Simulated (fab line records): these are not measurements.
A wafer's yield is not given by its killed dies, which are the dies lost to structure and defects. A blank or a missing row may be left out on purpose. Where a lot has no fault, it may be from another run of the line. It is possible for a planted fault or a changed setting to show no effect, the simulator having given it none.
fab line records ; flow nandHarc
record lots=12; wafers=36; lastDay=22
route steps=1159 shown A_STAIRCASE@530 END@1159
lots that met no fault: from a run of the same line without faults
startH: hours from the record's opening day to when the first of the lot's shown wafers began ; waitH: hours elapsed since this lot's preceding step ; " unchanged from the row above ; L1.1+2: a row that stands for several wafers ; - no value present, or no start provided ; * or withheld: withheld ; < > ~ a bound
route shown NAME@n: NAME is a module with steps in the file, n the number in the route of the first one ; usual: mean/standard deviation taken from wafers without a fault ; same: alike in all rows ; chamber/n: place in a boat ; sites: the reading at each site ; _std_site: the standard deviation of these ; _edge_site: mean of outer sites minus mean of inner sites ; radiusMm: how far each site lies from the wafer's centre ; mask NAME#n: copy n ; behind: tool/chamber where the wafer was last shaped ; hold: reason for holding the lot/hours on hold/outcome of the hold ; device: whichever transistor did not switch (one of n, p or np) ; end of line: tests of these same wafers at the route's end ; for a step that has no rows: nothing shown but its recipe ; killed: count of dies lost to structure and defects at first sort (not the wafer's yield) ; map: a wafer's dies, x killed, . not, _ none there
set.NAME: the run value of the setting; set.NAME@STEP: its run value at that earlier step ; model.NAME: the simulator's own value behind a step, which no gauge read
a sample of lots followed through the steps of the route, with each step as a table and each wafer as a row
services: from which hour (startH, from the record's first day; less than 0 if before it) a tool's chamber was out of use, for how many hours, and why
## steps
# step NHARC_A_STAIRCASE_DESCUM_168
# recipe timeS=3; o2FlowSccm=200; arFlowSccm=0; biasPowerW=0; chemistry=O2
# usual drypumpMotorCurrentA=5.7/0.33; oesProductAu=1.000/0.012; rfVppV=57.9/0.9; showerheadPlenumPTorr=1.93/0.076; throttleValvePct=11.312/0.01
lot.wafer;tool;chamber;startH;waitH;drypumpMotorCurrentA;oesProductAu;rfHoursCounterH;rfVppV;showerheadPlenumPTorr;throttleValvePct
L560.4;rieDiel-13;1;241.24;-;5.5;1.000;44;57.6;1.95;11.313
L560.3;rieDiel-13;3;241.24;-;5.5;1.003;45;58.3;1.87;11.309
L560.2;rieDiel-13;0;241.24;-;6.7;1.015;45;59.0;2.06;11.346
L562.4;rieDiel-13;1;245.18;-;5.5;1.001;46;58.0;1.95;11.314
L562.1;rieDiel-13;2;245.18;-;5.2;1.022;51;58.1;1.94;11.312
L562.5;rieDiel-13;1;245.18;-;5.4;0.999;-;59.0;1.95;11.319
L561.2;rieDiel-01;2;246.32;-;5.8;1.006;36;58.4;2.02;11.329
L561.1;rieDiel-01;3;246.32;-;6.1;1.004;37;58.0;1.95;11.329
L561.6;rieDiel-01;1;246.32;-;5.8;0.999;-;57.1;1.81;11.299
L563.3;rieDiel-01;3;255.32;-;6.1;1.006;41;58.3;1.95;11.298
L563.5;rieDiel-01;3;255.32;-;6.1;0.997;-;58.3;1.95;11.318
L563.6;rieDiel-01;0;255.32;-;5.4;0.992;-;58.5;1.95;11.320
L564.1;rieDiel-01;1;265.12;-;5.8;0.988;38;56.9;1.80;11.312
L564.2;rieDiel-01;0;265.12;-;5.4;1.001;38;57.5;1.95;11.309
L564.5;rieDiel-01;1;265.12;-;5.8;0.994;-;58.3;1.80;11.305
L566.4;rieDiel-01;2;282.25;-;5.8;1.000;51;59.4;2.02;11.313
L566.2;rieDiel-01;1;282.25;-;5.9;0.989;46;57.3;1.80;11.309
L566.5;rieDiel-01;3;282.25;-;6.1;1.009;-;59.2;1.95;11.314
L568.4;rieDiel-01;0;285.26;-;5.4;0.996;48;58.0;1.95;11.314
L568.2;rieDiel-01;1;285.26;-;5.9;0.995;47;56.3;1.80;11.317
L568.3;rieDiel-01;2;285.26;-;5.8;1.003;52;57.3;2.02;11.313
L569.4;rieDiel-11;2;285.44;-;5.6;0.982;37;58.3;1.84;11.304
L569.2;rieDiel-11;3;285.44;-;5.8;0.983;34;58.7;1.99;11.320
L569.1;rieDiel-11;0;285.44;-;5.4;1.005;33;58.2;2.02;11.316
L570.3;rieDiel-11;0;306.39;-;5.4;1.019;39;59.6;2.02;11.304
L570.1;rieDiel-11;1;306.39;-;5.8;1.002;40;57.5;1.87;11.305
L570.2;rieDiel-11;2;306.39;-;5.6;1.002;43;56.9;1.84;11.296
L571.1;rieDiel-11;3;315.41;-;5.8;0.980;44;57.6;1.99;11.326
L571.3;rieDiel-11;0;315.41;-;5.4;1.008;43;59.9;2.01;11.319
L571.6;rieDiel-11;3;315.41;-;5.8;0.989;-;58.6;1.99;11.309
L573.1;rieDiel-13;0;319.08;-;6.7;1.027;12;57.6;2.05;11.297
L573.4;rieDiel-13;1;319.08;-;5.4;1.015;13;58.5;1.94;11.318
L573.2;rieDiel-13;2;319.08;-;5.2;1.020;14;56.5;1.93;11.316
L574.2;rieDiel-11;1;325.09;-;5.8;0.990;46;57.2;1.86;11.326
L574.3;rieDiel-11;2;325.09;-;5.6;0.998;49;57.0;1.84;11.308
L574.5;rieDiel-11;1;325.09;-;5.8;0.998;-;56.9;1.86;11.327
# step NHARC_A_STAIRCASE_TRIM_16
# recipe timeS=211.2; o2FlowSccm=500; arFlowSccm=0; biasW=0; chemistry=O2
# usual drypumpMotorCurrentA=5.7/0.38; oesProductAu=1.001/0.013; rfVppV=57.9/0.9; showerheadPlenumPTorr=3.57/0.13; throttleValvePct=17.037/0.0089
lot.wafer;tool;chamber;startH;waitH;drypumpMotorCurrentA;oesProductAu;rfHoursCounterH;rfVppV;showerheadPlenumPTorr;throttleValvePct
L560.2;rieDiel-11;0;-;-;5.5;0.998;17;58.8;3.71;17.038
L560.4;rieDiel-11;2;-;-;5.6;0.993;18;56.6;3.42;17.043
L560.3;rieDiel-11;3;-;-;5.8;0.998;18;56.5;3.67;17.044
L561.1;rieDiel-01;2;-;-;5.8;1.010;37;59.2;3.71;17.032
L561.2;rieDiel-01;3;-;-;6.0;1.003;38;59.3;3.59;17.047
L561.6;rieDiel-01;2;-;-;5.8;1.010;-;56.5;3.71;17.048
L562.4;rieDiel-11;0;-;-;5.5;0.997;19;58.2;3.71;17.015
L562.1;rieDiel-11;3;-;-;5.8;0.980;21;56.9;3.67;17.042
L562.5;rieDiel-11;0;-;-;5.4;1.006;-;57.4;3.71;17.025
L563.3;rieDiel-01;2;-;-;5.8;1.006;40;58.2;3.71;17.041
L563.5;rieDiel-01;3;-;-;6.1;1.000;-;57.4;3.59;17.051
L563.6;rieDiel-01;0;-;-;5.4;0.996;-;58.2;3.59;17.027
L564.1;rieDiel-01;0;-;-;5.4;0.999;40;59.7;3.59;17.034
L564.2;rieDiel-01;1;-;-;5.9;0.998;39;58.7;3.34;17.036
L564.5;rieDiel-01;3;-;-;6.1;1.008;-;57.7;3.59;17.048
L566.4;rieDiel-11;3;-;-;5.8;0.980;33;57.6;3.66;17.036
L566.2;rieDiel-11;1;-;-;5.8;1.001;33;57.7;3.45;17.035
L566.5;rieDiel-11;3;-;-;5.8;0.990;-;58.2;3.66;17.036
L568.4;rieDiel-11;3;-;-;5.8;0.982;35;57.6;3.66;17.032
L568.3;rieDiel-11;0;-;-;5.4;1.014;34;58.7;3.71;17.041
L568.2;rieDiel-11;1;-;-;5.8;0.993;35;58.0;3.45;17.039
L569.4;rieDiel-01;2;-;-;5.8;1.005;53;58.7;3.70;17.028
L569.1;rieDiel-01;3;-;-;6.1;1.007;54;58.0;3.58;17.048
L569.2;rieDiel-01;0;-;-;5.4;0.992;49;58.6;3.59;17.033
L570.2;rieDiel-01;0;-;-;5.4;1.002;57;57.7;3.58;17.027
L570.3;rieDiel-01;1;-;-;5.9;1.001;56;56.9;3.33;17.042
L570.1;rieDiel-01;2;-;-;5.8;1.010;59;56.8;3.70;17.051
L571.3;rieDiel-11;0;-;-;5.5;0.999;44;57.5;3.70;17.035
L571.1;rieDiel-11;1;-;-;5.8;0.996;44;57.8;3.44;17.034
L571.6;rieDiel-11;2;-;-;5.6;0.991;-;58.2;3.41;17.030
L573.4;rieDiel-13;1;-;-;5.5;1.002;14;58.3;3.58;17.040
L573.1;rieDiel-13;3;-;-;5.5;0.996;13;58.0;3.44;17.031
L573.2;rieDiel-13;0;-;-;6.6;1.021;13;58.1;3.77;17.046
L574.3;rieDiel-01;3;-;-;6.1;0.996;2;58.8;3.58;17.041
L574.2;rieDiel-01;1;-;-;5.9;1.016;3;55.9;3.33;17.046
L574.5;rieDiel-01;2;-;-;5.8;1.001;-;58.2;3.70;17.054
# step NHARC_A_STAIRCASE_ETCH_23
# recipe targetDepthA=1000; timeS=40.5; ionEnergyEv=400; c4f8FlowSccm=20; o2FlowSccm=10; arFlowSccm=withheld; rfW=600; biasW=1000; chemistry=C4F8/O2
# usual oesProductAu=0.947/0.017; rfVppV=897/4.5
lot.wafer;tool;chamber;startH;waitH;oesProductAu;rfHoursCounterH;rfVppV
L560.4;rieDiel-13;1;244.72;-;0.962;45;898
L560.2;rieDiel-13;2;244.72;-;0.956;51;898
L560.3;rieDiel-13;0;244.72;-;0.982;47;904
L561.1;rieDiel-13;1;249.77;-;0.933;49;897
L561.2;rieDiel-13;2;249.77;-;0.952;54;898
L561.6;rieDiel-13;1;249.77;-;0.934;-;899
L562.4;rieDiel-01;1;250.07;-;0.950;33;890
L562.1;rieDiel-01;0;250.07;-;0.957;34;898
L562.5;rieDiel-01;1;250.07;-;0.943;-;890
L563.3;rieDiel-11;3;258.88;-;0.923;23;902
L563.6;rieDiel-11;3;258.88;-;0.920;-;899
L563.5;rieDiel-11;2;258.88;-;0.932;-;893
L564.2;rieDiel-01;0;270.81;-;0.963;43;901
L564.1;rieDiel-01;1;270.81;-;0.957;41;889
L564.5;rieDiel-01;3;270.81;-;0.952;-;898
L566.2;rieDiel-13;1;285.92;-;0.979;0;898
L566.4;rieDiel-13;2;285.92;-;0.984;0;898
L566.5;rieDiel-13;2;285.92;-;0.974;-;898
L568.3;rieDiel-11;1;289.13;-;0.932;36;893
L568.4;rieDiel-11;3;289.13;-;0.927;36;900
L568.2;rieDiel-11;0;289.13;-;0.950;35;900
L569.2;rieDiel-13;2;289.17;-;0.977;2;896
L569.1;rieDiel-13;3;289.17;-;0.957;2;894
L569.4;rieDiel-13;0;289.17;-;0.973;2;904
L570.2;rieDiel-11;1;310.23;-;0.917;42;892
L570.3;rieDiel-11;2;310.23;-;0.937;44;892
L570.1;rieDiel-11;3;310.23;-;0.910;41;901
L571.3;rieDiel-11;3;318.84;-;0.931;45;901
L571.1;rieDiel-11;0;318.84;-;0.950;44;902
L571.6;rieDiel-11;2;318.84;-;0.942;-;891
L573.4;rieDiel-13;0;322.75;-;0.965;14;903
L573.1;rieDiel-13;2;322.75;-;0.781;15;899
L573.2;rieDiel-13;3;322.75;-;0.767;14;893
L574.2;rieDiel-13;2;328.62;-;0.775;17;898
L574.3;rieDiel-13;3;328.62;-;0.967;16;893
L574.5;rieDiel-13;3;328.62;-;0.783;-;892
# step NHARC_A_STAIRCASE_STRIP_175
# recipe powerW=1500; tempC=250; chemistry=O2
# usual drypumpMotorCurrentA=5.6/0.33; heaterPowerW=351/8.8
lot.wafer;tool;chamber;startH;waitH;drypumpMotorCurrentA;heaterPowerW;rfHoursCounterH
L560.2;plasmaAsher-01;0;245.45;0.1;5.2;352;45
L560.3;plasmaAsher-01;1;245.45;0.1;5.7;374;-
L560.4;plasmaAsher-01;0;245.45;0.1;5.2;357;-
L561.1;plasmaAsher-01;0;250.41;0.1;5.2;352;47
L561.2;plasmaAsher-01;1;250.41;0.1;5.7;370;47
L561.6;plasmaAsher-01;1;250.41;0.1;5.7;373;-
L562.1;plasmaAsher-01;1;250.96;0.1;5.7;369;47
L562.4;plasmaAsher-01;0;250.96;0.1;5.2;362;-
L562.5;plasmaAsher-01;1;250.96;0.1;5.7;364;-
L563.3;plasmaAsher-02;0;260.03;0.4;5.4;354;-
L563.5;plasmaAsher-02;1;260.03;0.4;6.1;356;-
L563.6;plasmaAsher-02;0;260.03;0.4;5.5;353;-
L564.1;plasmaAsher-02;0;271.46;0.1;5.5;342;26
L564.2;plasmaAsher-02;1;271.46;0.1;6.1;360;26
L564.5;plasmaAsher-02;1;271.46;0.1;6.1;357;-
L566.2;plasmaAsher-02;1;286.57;0.1;6.1;360;32
L566.4;plasmaAsher-02;1;286.57;0.1;6.1;351;-
L566.5;plasmaAsher-02;1;286.57;0.1;6.1;360;-
L568.2;plasmaAsher-01;1;289.81;0.1;5.7;353;2
L568.4;plasmaAsher-01;0;289.81;0.1;5.2;345;-
L568.3;plasmaAsher-01;1;289.81;0.1;5.7;352;-
L569.2;plasmaAsher-02;0;289.95;0.1;5.5;353;33
L569.1;plasmaAsher-02;1;289.95;0.1;6.1;350;33
L569.4;plasmaAsher-02;1;289.95;0.1;6.1;357;-
L570.2;plasmaAsher-01;0;310.86;0.1;5.2;363;8
L570.1;plasmaAsher-01;1;310.86;0.1;5.7;356;8
L570.3;plasmaAsher-01;1;310.86;0.1;5.7;354;-
L571.1;plasmaAsher-01;0;319.73;0.2;5.2;352;10
L571.3;plasmaAsher-01;0;319.73;0.2;5.2;344;-
L571.6;plasmaAsher-01;0;319.73;0.2;5.2;352;-
L573.1;plasmaAsher-01;1;323.46;0.1;5.7;351;12
L573.2;plasmaAsher-01;0;323.46;0.1;5.2;346;12
L573.4;plasmaAsher-01;1;323.46;0.1;5.7;363;-
L574.2;plasmaAsher-01;0;329.39;0.2;5.2;348;15
L574.3;plasmaAsher-01;1;329.39;0.2;5.7;351;-
L574.5;plasmaAsher-01;0;329.39;0.2;5.2;343;-
# step NHARC_END_SORT_01
# recipe tempC=25
# usual killedAtArray=27/9.9; killedAtOther=0.5/0.76; killedAtPeriphery=3.4/2.2; killedDies=31/10; killedOpen=3.3/2; killedShort=2.0/1.5
# same grossDies=677
lot.wafer;tool;chamber;startH;waitH;killedAtArray;killedAtOther;killedAtPeriphery;killedDies;killedOpen;killedShort
L573.1;prober-02;0;517.54;2.5;676;0;1;677;1;1
L573.2;prober-02;0;518.34;2.8;675;1;1;677;2;3
L573.4;prober-02;0;519.94;3.4;32;0;2;34;2;3
L574.2;prober-02;0;532.09;2.8;671;3;3;677;4;3
L574.3;prober-02;0;532.88;3.1;40;1;3;44;5;6
L574.5;prober-02;0;534.48;3.7;674;1;2;677;9;3
# killed by level:class
L573.1 A_STAIRCASE:areaEtch=646 A_CHANNEL_HOLE_D1:chamberFilmFlake=21 A_STAIRCASE:chamberFilmFlake=3 A_CONTACT:chamberFilmFlake=3 A_SGD_CUT:geometricParticle:short=1 A_SGD_CUT:geometricParticle:open=1 P_GATE:chamberFilmFlake=1 A_WL_FILL:chamberFilmFlake=1
L573.2 A_STAIRCASE:areaEtch=639 A_CHANNEL_HOLE_D1:chamberFilmFlake=24 A_CONTACT:chamberFilmFlake=5 A_CONTACT:geometricParticle:open=2 A_SGD_CUT:geometricParticle:short=1 A_CONTACT:geometricParticle:short=1 P_BONDPAD:chamberFilmFlake=1 STARTING-WAFER:geometricParticle:short=1
L573.4 A_CHANNEL_HOLE_D1:chamberFilmFlake=22 A_WL_FILL:geometricParticle:short=2 A_CONTACT:chamberFilmFlake=2 A_SOURCE_PLATE:geometricParticle:open=1 A_CONTACT:geometricParticle:short=1 A_M1:geometricParticle:open=1 P_ZERO_WELL:chamberFilmFlake=1 P_GATE:chamberFilmFlake=1
L574.2 A_STAIRCASE:areaEtch=628 A_SLIT:chamberFilmFlake=21 A_CHANNEL_HOLE_D1:chamberFilmFlake=7 A_CONTACT:chamberFilmFlake=4 A_SGD_CUT:chamberFilmFlake=3 THIN_TSV:chamberFilmFlake=3 A_ONON_D1:geometricParticle:open=2 A_STAIRCASE:chamberFilmFlake=2
L574.3 A_SLIT:chamberFilmFlake=19 A_STAIRCASE:chamberFilmFlake=4 A_CONTACT:chamberFilmFlake=4 A_CHANNEL_HOLE_D1:chamberFilmFlake=3 A_CHANNEL_FILL_D1:geometricParticle:open=2 A_CONTACT:geometricParticle:open=2 A_SGD_CUT:chamberFilmFlake=2 P_CONTACT:geometricParticle:short=1
L574.5 A_STAIRCASE:areaEtch=630 A_SLIT:chamberFilmFlake=16 A_CHANNEL_HOLE_D1:chamberFilmFlake=8 A_STAIRCASE:chamberFilmFlake=5 A_CONTACT:geometricParticle:open=3 A_CONTACT:chamberFilmFlake=3 A_CHANNEL_HOLE_D1:geometricParticle:open=2 P_CONTACT:geometricParticle:open=1
## services
tool;chamber;startH;hours;kind
rieDiel-01;0;220.80;-;clean
rieDiel-01;1;220.80;-;clean
rieDiel-01;2;220.80;-;clean
rieDiel-01;3;220.80;-;clean
rieDiel-11;0;223.13;-;clean
rieDiel-11;1;223.13;-;clean
rieDiel-11;2;223.13;-;clean
rieDiel-11;3;223.13;-;clean
rieDiel-01;0;245.30;-;clean
rieDiel-01;1;245.30;-;clean
rieDiel-01;2;245.30;-;clean
rieDiel-01;3;245.30;-;clean
rieDiel-11;0;247.71;-;clean
rieDiel-11;1;247.71;-;clean
rieDiel-11;2;247.71;-;clean
rieDiel-11;3;247.71;-;clean
plasmaAsher-02;-;261.31;3.6;repair
rieDiel-01;0;270.17;-;clean
rieDiel-01;1;270.17;-;clean
rieDiel-01;2;270.17;-;clean
plasmaAsher-01;-;276.00;9.0;pm
rieDiel-13;-;276.27;9.0;pm
rieDiel-01;2;296.42;3.8;repair
rieDiel-01;-;314.88;9.0;pm
## key
firstSign step=NHARC_A_STAIRCASE_ETCH_23; reading=oesProductAu; direction=down; sigmas=10; usual=0.947; struck=0.776
effect step=NHARC_END_SORT_01; reading=killedAtArray; direction=up; sigmas=65; usual=27; struck=674
moreKillsBornAt NHARC_A_STAIRCASE_ETCH_23@rieDiel-13=2543
metAt NHARC_A_STAIRCASE_ETCH_23
struckLots L573,L574
struckWafers L573.1,L573.2,L574.2,L574.5
laterRowsLeftOut L573.1,L573.2,L574.2,L574.5
testerLeftOut L573,L574
notActingAt NHARC_A_STAIRCASE_DESCUM_168,NHARC_A_STAIRCASE_TRIM_16,NHARC_A_STAIRCASE_STRIP_175
onsetBetween 289.17 322.75
fault kind=processParameterDrift; tool=rieDiel-13; chamber=-; onsetH=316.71; steps=NHARC_A_STAIRCASE_ETCH_23; channel=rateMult; offset=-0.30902; shape=step; endH=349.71; scope=struckWafersOnly
# testerLeftOut: of these lots the tester's yield and bins aren't shown, on N5 and GAA mostly nor the transistor test; their killed dies are dies lost to structure and defects alone, not to doping, threshold or leakage, so they don't give the yield
# laterRowsLeftOut: the simulator's readings of these wafers behind a module that went badly wrong aren't trusted and aren't shown, but for the sort
